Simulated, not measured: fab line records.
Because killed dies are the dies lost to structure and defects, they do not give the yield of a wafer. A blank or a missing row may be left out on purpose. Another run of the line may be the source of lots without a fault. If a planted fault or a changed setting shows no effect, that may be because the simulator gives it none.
Chamber matching || flow nand-harc || NHARC_A_CHANNEL_FILL_D1_ALD_14 on ald-hk-02: 4 sister chambers
The step deposits SiO2, target thk 2.5 nm, pulse time 10 s, ald cycles 25. 8 wafers are shown with their chamber, then 9 later ones without.

WAFERS, EACH WITH ITS CHAMBER
{"wafer": "L086.6", "chamber": 0, "heater-power-w (W)": 500, "precursor-pulse-height-rel": 1.038}
{"wafer": "L088.4", "chamber": 2, "heater-power-w (W)": 464, "precursor-pulse-height-rel": 1.012}
{"wafer": "L088.5", "chamber": 0, "heater-power-w (W)": 493, "precursor-pulse-height-rel": 1.002}
{"wafer": "L089.2", "chamber": 3, "heater-power-w (W)": 483, "precursor-pulse-height-rel": 1.005}
{"wafer": "L089.4", "chamber": 2, "heater-power-w (W)": 464, "precursor-pulse-height-rel": 0.977}
{"wafer": "L090.3", "chamber": 1, "heater-power-w (W)": 467, "precursor-pulse-height-rel": 0.989}
{"wafer": "L090.4", "chamber": 3, "heater-power-w (W)": 458, "precursor-pulse-height-rel": 0.976}
{"wafer": "L090.5", "chamber": 1, "heater-power-w (W)": 478, "precursor-pulse-height-rel": 0.984}

WAFERS MISSING THEIR CHAMBER
{"wafer": "L091.1", "heater-power-w (W)": 464, "precursor-pulse-height-rel": 1.008}
{"wafer": "L091.4", "heater-power-w (W)": 457, "precursor-pulse-height-rel": 0.991}
{"wafer": "L091.5", "heater-power-w (W)": 491, "precursor-pulse-height-rel": 0.991}
{"wafer": "L092.1", "heater-power-w (W)": 499, "precursor-pulse-height-rel": 0.987}
{"wafer": "L092.2", "heater-power-w (W)": 483, "precursor-pulse-height-rel": 1.023}
{"wafer": "L092.3", "heater-power-w (W)": 452, "precursor-pulse-height-rel": 1.003}
{"wafer": "L095.2", "heater-power-w (W)": 439, "precursor-pulse-height-rel": 1.030}
{"wafer": "L095.4", "heater-power-w (W)": 494, "precursor-pulse-height-rel": 0.996}
{"wafer": "L095.6", "heater-power-w (W)": 486, "precursor-pulse-height-rel": 0.986}

EACH ONE'S CHAMBER
{"wafer": "L091.1", "from the rows above": "can't be placed: 2 or 3 or 1", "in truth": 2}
{"wafer": "L091.4", "from the rows above": "can't be placed: 2 or 3 or 1", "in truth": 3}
{"wafer": "L091.5", "from the rows above": "can't be placed: 0 or 1 or 3 or 2", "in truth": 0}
{"wafer": "L092.1", "from the rows above": "can't be placed: 0 or 1 or 3 or 2", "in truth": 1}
{"wafer": "L092.2", "from the rows above": "can't be placed: 0 or 3 or 1 or 2", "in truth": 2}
{"wafer": "L092.3", "from the rows above": "can't be placed: 2 or 3 or 1", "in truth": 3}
{"wafer": "L095.2", "from the rows above": "can't be placed: 2 or 3 or 1", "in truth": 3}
{"wafer": "L095.4", "from the rows above": "can't be placed: 0 or 1 or 3 or 2", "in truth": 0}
{"wafer": "L095.6", "from the rows above": "can't be placed: 1 or 3 or 0 or 2", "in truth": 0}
Correctly placed: 0 of 9. Cannot be placed on the basis of these rows: 9; the candidates contain the true chamber in 9. Number placed wrongly: 0.
How it was worked out, from the rows above alone: a wafer's distance from a chamber is the root of the sum, over the readings, of the square of ((its reading less the chamber's mean) divided by the reading's scatter). The wafer belongs to the nearest chamber; if the next one is less than 2 further off, it can't be placed. A chamber's mean is the mean of its shown wafers. The scatter: the root of (the sum of the squares of (reading less its chamber's mean) over the shown wafers, divided by (wafers less chambers)).
